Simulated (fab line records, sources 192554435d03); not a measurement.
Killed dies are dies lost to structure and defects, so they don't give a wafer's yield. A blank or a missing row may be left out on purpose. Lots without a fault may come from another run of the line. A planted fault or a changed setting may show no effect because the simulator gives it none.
One fault seen from 2 desks | flow n5_finfet | each desk has only its own numbers; what lay behind them comes last

THE TOOL OWNER'S DESK: pecvd-04
The tool's own readings at N5_GATE_CUT_PECVD_57 (deposits SiNx from SiH4/NH3/N2, target thk 21 nm): means of the sampled wafers that have a number, for each lot that ran on this tool. A lot is out of limits, marked OUT, if its mean lies more than 4 standard deviations from the usual mean; the brackets give that distance.
Columns: A = heater_power_w at N5_GATE_CUT_PECVD_57, usual 754 W; B = showerhead_plenum_p_Torr at N5_GATE_CUT_PECVD_57, usual 5.14 Torr; C = throttle_valve_pct at N5_GATE_CUT_PECVD_57, usual 40.0 %
lot  | first seen here | A   | B    | C
L599 | day 4 21:49     | 772 | 5.09 | 43.0
L600 | day 5 04:38     | 798 | 5.09 | 42.8
L604 | day 6 06:23     | 758 | 5.08 | 42.9
L608 | day 7 05:16     | 800 | 5.08 | 41.6
L618 | day 9 19:28     | 750 | 5.09 | 43.1
This desk's finding: nothing out of limits on any of the 5 lots.

THE METROLOGY DESK
What the gauges read, lot by lot, whatever tool the lot ran on: means of the sampled wafers that have a number. A lot is out of limits, marked OUT, if its mean lies more than 4 standard deviations from the usual mean; the brackets give that distance. Of its 10 readings 7 are shown: those that lie furthest out on some lot.
Columns: A = DIBL_N at N5_BEOL_M4_RC_MEAS_101, usual 36.0 mV/V; B = DIBL_P at N5_BEOL_M4_RC_MEAS_101, usual 36.7 mV/V; C = IOFF_P at N5_BEOL_M4_RC_MEAS_101, usual 0.21 nA/um; D = ION_P at N5_BEOL_M4_RC_MEAS_101, usual 461 uA/um; E = SS_P at N5_BEOL_M4_RC_MEAS_101, usual 73.4 mV/dec; F = VT_N at N5_BEOL_M4_RC_MEAS_101, usual 250 mV; G = VT_P at N5_BEOL_M4_RC_MEAS_101, usual -251 mV
lot  | first seen here | A    | B    | C    | D   | E    | F   | G
L597 | day 7 17:22     | 32.3 | 33.6 | 0.18 | 458 | 72.5 | 253 | -253
L599 | day 8 12:34     | 36.4 | 36.8 | 0.19 | 463 | 73.9 | 250 | -253
L600 | day 8 17:45     | 38.5 | 38.9 | 0.27 | 468 | 73.7 | 245 | -246
L601 | day 8 18:52     | 32.4 | 33.3 | 0.17 | 471 | 72.0 | 252 | -252
L604 | day 9 20:40     | 32.7 | 35.6 | 0.19 | 453 | 72.7 | 251 | -252
L608 | day 11 02:20    | 36.7 | 36.5 | 0.21 | 462 | 73.5 | 248 | -252
L617 | day 13 08:08    | 34.9 | 35.6 | 0.22 | 466 | 73.0 | 249 | -249
L618 | day 13 17:27    | 36.7 | 37.9 | 0.24 | 470 | 73.5 | 247 | -247
L619 | day 14 07:53    | 35.8 | 38.0 | 0.22 | 470 | 73.5 | 247 | -250
This desk's finding: nothing out of limits on any of the 9 lots.

PUT TOGETHER
The tool owner's desk saw nothing out of limits.
The metrology desk saw nothing out of limits.

WHAT THE SIMULATOR HAD PUT IN
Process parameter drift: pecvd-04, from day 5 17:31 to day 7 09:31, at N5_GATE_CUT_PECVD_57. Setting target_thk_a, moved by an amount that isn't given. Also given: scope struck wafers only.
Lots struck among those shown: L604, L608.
